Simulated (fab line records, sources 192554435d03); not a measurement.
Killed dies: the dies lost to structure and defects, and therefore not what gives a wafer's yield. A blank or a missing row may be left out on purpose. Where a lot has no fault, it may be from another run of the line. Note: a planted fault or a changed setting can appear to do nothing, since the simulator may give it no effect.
Matching of chambers :: flow n5_finfet :: N5_BEOL_M1_ETCH_77 on rie_diel-01 has 4 sister chambers
The step etches underlayer in N2/H2, target depth 6.5 nm, time 5.2 s. 22 wafers are shown with their chamber, then 11 later ones without.

WAFERS PAIRED WITH THEIR CHAMBERS
wafer: L076.3
chamber: 3
drypump_motor_current_A (A): 5.9
showerhead_plenum_p_Torr (Torr): 2.65
throttle_valve_pct (%): 17.58

wafer: L076.4
chamber: 1
drypump_motor_current_A (A): 6.5
showerhead_plenum_p_Torr (Torr): 2.49
throttle_valve_pct (%): 17.61

wafer: L076.5
chamber: 1
drypump_motor_current_A (A): 6.5
showerhead_plenum_p_Torr (Torr): 2.49
throttle_valve_pct (%): 17.59

wafer: L077.2
chamber: 0
drypump_motor_current_A (A): 5.4
showerhead_plenum_p_Torr (Torr): 2.56
throttle_valve_pct (%): 17.89

wafer: L077.3
chamber: 3
drypump_motor_current_A (A): 5.9
showerhead_plenum_p_Torr (Torr): 2.65
throttle_valve_pct (%): 17.61

wafer: L077.6
chamber: 3
drypump_motor_current_A (A): 5.9
showerhead_plenum_p_Torr (Torr): 2.65
throttle_valve_pct (%): 17.60

wafer: L079.3
chamber: 2
drypump_motor_current_A (A): 5.6
showerhead_plenum_p_Torr (Torr): 2.55
throttle_valve_pct (%): 17.85

wafer: L079.4
chamber: 1
drypump_motor_current_A (A): 6.5
showerhead_plenum_p_Torr (Torr): 2.48
throttle_valve_pct (%): 17.61

wafer: L079.6
chamber: 1
drypump_motor_current_A (A): 6.5
showerhead_plenum_p_Torr (Torr): 2.48
throttle_valve_pct (%): 17.58

wafer: L080.1
chamber: 1
drypump_motor_current_A (A): 6.5
showerhead_plenum_p_Torr (Torr): 2.48
throttle_valve_pct (%): 17.59

wafer: L080.4
chamber: 0
drypump_motor_current_A (A): 5.4
showerhead_plenum_p_Torr (Torr): 2.55
throttle_valve_pct (%): 17.91

wafer: L080.5
chamber: 1
drypump_motor_current_A (A): 6.5
showerhead_plenum_p_Torr (Torr): 2.48
throttle_valve_pct (%): 17.63

wafer: L083.2
chamber: 3
drypump_motor_current_A (A): 5.9
showerhead_plenum_p_Torr (Torr): 2.65
throttle_valve_pct (%): 17.61

wafer: L083.3
chamber: 2
drypump_motor_current_A (A): 5.6
showerhead_plenum_p_Torr (Torr): 2.54
throttle_valve_pct (%): 17.84

wafer: L083.5
chamber: 2
drypump_motor_current_A (A): 5.6
showerhead_plenum_p_Torr (Torr): 2.54
throttle_valve_pct (%): 17.85

wafer: L084.1
chamber: 1
drypump_motor_current_A (A): 6.5
showerhead_plenum_p_Torr (Torr): 2.48
throttle_valve_pct (%): 17.61

wafer: L084.3
chamber: 0
drypump_motor_current_A (A): 5.4
showerhead_plenum_p_Torr (Torr): 2.55
throttle_valve_pct (%): 17.91

wafer: L084.6
chamber: 3
drypump_motor_current_A (A): 5.9
showerhead_plenum_p_Torr (Torr): 2.65
throttle_valve_pct (%): 17.61

wafer: L085.3
chamber: 1
drypump_motor_current_A (A): 6.4
showerhead_plenum_p_Torr (Torr): 2.48
throttle_valve_pct (%): 17.63

wafer: L085.4
chamber: 2
drypump_motor_current_A (A): 5.6
showerhead_plenum_p_Torr (Torr): 2.54
throttle_valve_pct (%): 17.85

wafer: L085.6
chamber: 1
drypump_motor_current_A (A): 6.4
showerhead_plenum_p_Torr (Torr): 2.48
throttle_valve_pct (%): 17.65

wafer: L087.2
chamber: 0
drypump_motor_current_A (A): 5.4
showerhead_plenum_p_Torr (Torr): 2.55
throttle_valve_pct (%): 17.96

SIGNATURES, as means of the wafers listed above
reading: drypump_motor_current_A
chamber 0: 5.400
chamber 1: 6.478
chamber 2: 5.600
chamber 3: 5.900
scatter within a chamber: 0.0294

reading: showerhead_plenum_p_Torr
chamber 0: 2.5525
chamber 1: 2.4822
chamber 2: 2.5425
chamber 3: 2.6500
scatter within a chamber: 0.00412

reading: throttle_valve_pct
chamber 0: 17.9175
chamber 1: 17.6111
chamber 2: 17.8475
chamber 3: 17.6020
scatter within a chamber: 0.0204
Rule: distance of a wafer from a chamber = root of the sum over the readings of ((wafer's reading minus chamber's mean) / reading's scatter) squared. If the next closest chamber is less than 2 further off than the closest, the wafer can't be placed; otherwise it belongs to the closest. The scatter: take each reading less its chamber's mean, square it, sum over the shown wafers, divide by the number of wafers less the number of chambers, and take the root.

WAFERS WITH NO CHAMBER GIVEN
wafer: L087.5
drypump_motor_current_A (A): 5.9
showerhead_plenum_p_Torr (Torr): 2.64
throttle_valve_pct (%): 17.62

wafer: L087.6
drypump_motor_current_A (A): 5.4
showerhead_plenum_p_Torr (Torr): 2.55
throttle_valve_pct (%): 17.92

wafer: L088.3
drypump_motor_current_A (A): 5.9
showerhead_plenum_p_Torr (Torr): 2.64
throttle_valve_pct (%): 17.61

wafer: L088.4
drypump_motor_current_A (A): 5.4
showerhead_plenum_p_Torr (Torr): 2.55
throttle_valve_pct (%): 17.95

wafer: L088.6
drypump_motor_current_A (A): 5.6
showerhead_plenum_p_Torr (Torr): 2.54
throttle_valve_pct (%): 17.86

wafer: L091.1
drypump_motor_current_A (A): 6.5
showerhead_plenum_p_Torr (Torr): 2.48
throttle_valve_pct (%): 17.62

wafer: L091.3
drypump_motor_current_A (A): 5.6
showerhead_plenum_p_Torr (Torr): 2.54
throttle_valve_pct (%): 17.84

wafer: L091.6
drypump_motor_current_A (A): 6.5
showerhead_plenum_p_Torr (Torr): 2.48
throttle_valve_pct (%): 17.65

wafer: L097.2
drypump_motor_current_A (A): 6.4
showerhead_plenum_p_Torr (Torr): 2.47
throttle_valve_pct (%): 17.64

wafer: L097.4
drypump_motor_current_A (A): 5.9
showerhead_plenum_p_Torr (Torr): 2.63
throttle_valve_pct (%): 17.65

wafer: L097.6
drypump_motor_current_A (A): 5.9
showerhead_plenum_p_Torr (Torr): 2.63
throttle_valve_pct (%): 17.66

CHAMBER TAKEN BY EACH
wafer: L087.5
from the rows above: 3
in truth: 3

wafer: L087.6
from the rows above: 0
in truth: 0

wafer: L088.3
from the rows above: 3
in truth: 3

wafer: L088.4
from the rows above: 0
in truth: 0

wafer: L088.6
from the rows above: 2
in truth: 2

wafer: L091.1
from the rows above: 1
in truth: 1

wafer: L091.3
from the rows above: 2
in truth: 2

wafer: L091.6
from the rows above: 1
in truth: 1

wafer: L097.2
from the rows above: 1
in truth: 1

wafer: L097.4
from the rows above: 3
in truth: 3

wafer: L097.6
from the rows above: 3
in truth: 3
11 of 11 placed correctly. Not placeable from these rows: 0. Placed wrongly: 0.
